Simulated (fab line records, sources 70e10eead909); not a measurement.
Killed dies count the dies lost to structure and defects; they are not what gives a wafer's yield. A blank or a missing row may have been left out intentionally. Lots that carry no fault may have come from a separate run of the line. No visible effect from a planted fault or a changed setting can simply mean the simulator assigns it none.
Tool commonality check :: flow nandHarc :: 39 wafers sampled across 13 lots

WHAT PROMPTED THE OPENING
On 2 of the 13 lots, a flag is raised at NHARC_P_STI_INSPECT_11 on the reading rawDefectCount. Wafers without a fault read 5.5, standard deviation 2.8.
Rule: a lot is flagged when every wafer of it that has a number lies more than 4 standard deviations from that mean, or none has a number. The other lots count as sound.

lot: L797
measured: day 3 14:43
on: defectInspect-02
rawDefectCount, wafer by wafer: 8 11 2
flag: 

lot: L798
measured: day 4 00:15
on: defectInspect-02
rawDefectCount, wafer by wafer: 7 14 6
flag: 

lot: L799
measured: day 4 11:23
on: defectInspect-01
rawDefectCount, wafer by wafer: 4 4 3
flag: 

lot: L800
measured: day 4 20:16
on: defectInspect-02
rawDefectCount, wafer by wafer: 7 11 10
flag: 

lot: L803
measured: day 6 03:21
on: defectInspect-02
rawDefectCount, wafer by wafer: 7 6 6
flag: 

lot: L804
measured: day 6 14:41
on: defectInspect-01
rawDefectCount, wafer by wafer: 5 2 4
flag: 

lot: L805
measured: day 7 01:49
on: defectInspect-02
rawDefectCount, wafer by wafer: 9 3 2
flag: 

lot: L806
measured: day 7 12:17
on: defectInspect-01
rawDefectCount, wafer by wafer: 3 13 10
flag: 

lot: L808
measured: day 8 08:48
on: defectInspect-02
rawDefectCount, wafer by wafer: 2 10 4
flag: 

lot: L809
measured: day 8 17:30
on: defectInspect-02
rawDefectCount, wafer by wafer: 661 631 646
flag: FLAGGED

lot: L811
measured: day 9 12:44
on: defectInspect-01
rawDefectCount, wafer by wafer: 656 663 686
flag: FLAGGED

lot: L813
measured: day 10 13:04
on: defectInspect-01
rawDefectCount, wafer by wafer: 6 7 1
flag: 

lot: L818
measured: day 12 10:58
on: defectInspect-01
rawDefectCount, wafer by wafer: 3 5 5
flag: 
Averaged over the flagged lots the numbers come to 657.2, +651.7 from the usual (+99 or more standard deviations).

LOT BY LOT: THE TOOL USED
The record holds 1 process step before the reading, out of a route of 1302 steps. Read each cell as the tool, then ch plus the chambers that the sampled wafers visited, then the start.
lot: L797
flag: 
NHARC_P_STI_ETCH_26: wetBench-05 ch 0,6,7, day 2 23:29

lot: L798
flag: 
NHARC_P_STI_ETCH_26: wetBench-05 ch 1,2,5, day 3 09:38

lot: L799
flag: 
NHARC_P_STI_ETCH_26: wetBench-04 ch 0,4,6, day 3 19:59

lot: L800
flag: 
NHARC_P_STI_ETCH_26: wetBench-04 ch 3,5,6, day 4 05:14

lot: L803
flag: 
NHARC_P_STI_ETCH_26: wetBench-05 ch 0,2,4, day 5 11:44

lot: L804
flag: 
NHARC_P_STI_ETCH_26: wetBench-05 ch 2,5,6, day 5 21:29

lot: L805
flag: 
NHARC_P_STI_ETCH_26: wetBench-05 ch 4,6,7, day 6 07:48

lot: L806
flag: 
NHARC_P_STI_ETCH_26: wetBench-03 ch 0,1,5, day 6 18:22

lot: L808
flag: 
NHARC_P_STI_ETCH_26: wetBench-04 ch 0,1,7, day 7 18:08

lot: L809
flag: FLAGGED
NHARC_P_STI_ETCH_26: wetBench-05 ch 2,5,7, day 7 23:39

lot: L811
flag: FLAGGED
NHARC_P_STI_ETCH_26: wetBench-05 ch 0,1,5, day 8 20:16

lot: L813
flag: 
NHARC_P_STI_ETCH_26: wetBench-04 ch 4,5,6, day 9 15:47

lot: L818
flag: 
NHARC_P_STI_ETCH_26: wetBench-05 ch 2,3,7, day 11 17:25
What the steps here do:
- NHARC_P_STI_ETCH_26: etches SiO2 in dHF, target depth 11 nm.
- NHARC_P_STI_INSPECT_11

FLAGGED AGAINST TOTAL, ONE TOOL AT A TIME (gauges that did the reading follow at the end)
step: NHARC_P_STI_ETCH_26
tool: wetBench-03
lots run: 1
flagged: 0
share of the flagged lots: none
sound lots run after its first flagged lot: -

step: NHARC_P_STI_ETCH_26
tool: wetBench-04
lots run: 4
flagged: 0
share of the flagged lots: none
sound lots run after its first flagged lot: -

step: NHARC_P_STI_ETCH_26
tool: wetBench-05
lots run: 8
flagged: 2
share of the flagged lots: all
sound lots run after its first flagged lot: 1 (L818)

step: NHARC_P_STI_INSPECT_11
tool: defectInspect-01
lots run: 6
flagged: 1
share of the flagged lots: some
sound lots run after its first flagged lot: 2 (L813,L818)

step: NHARC_P_STI_INSPECT_11
tool: defectInspect-02
lots run: 7
flagged: 1
share of the flagged lots: some
sound lots run after its first flagged lot: 0

WHAT IS ALLOWED BY THE TABLE
Rows of the table that ran each flagged lot: 1, that is wetBench-05 at NHARC_P_STI_ETCH_26.
- wetBench-05 at NHARC_P_STI_ETCH_26 ran 8 lots, 2 of them flagged. After the first flagged lot (L818), sound lots still ran on it; a lasting fault on the whole tool would not permit that.
Not one row of the table ran every flagged lot while running no sound lot after the first.

WHAT WAS PUT IN BY THE SIMULATOR
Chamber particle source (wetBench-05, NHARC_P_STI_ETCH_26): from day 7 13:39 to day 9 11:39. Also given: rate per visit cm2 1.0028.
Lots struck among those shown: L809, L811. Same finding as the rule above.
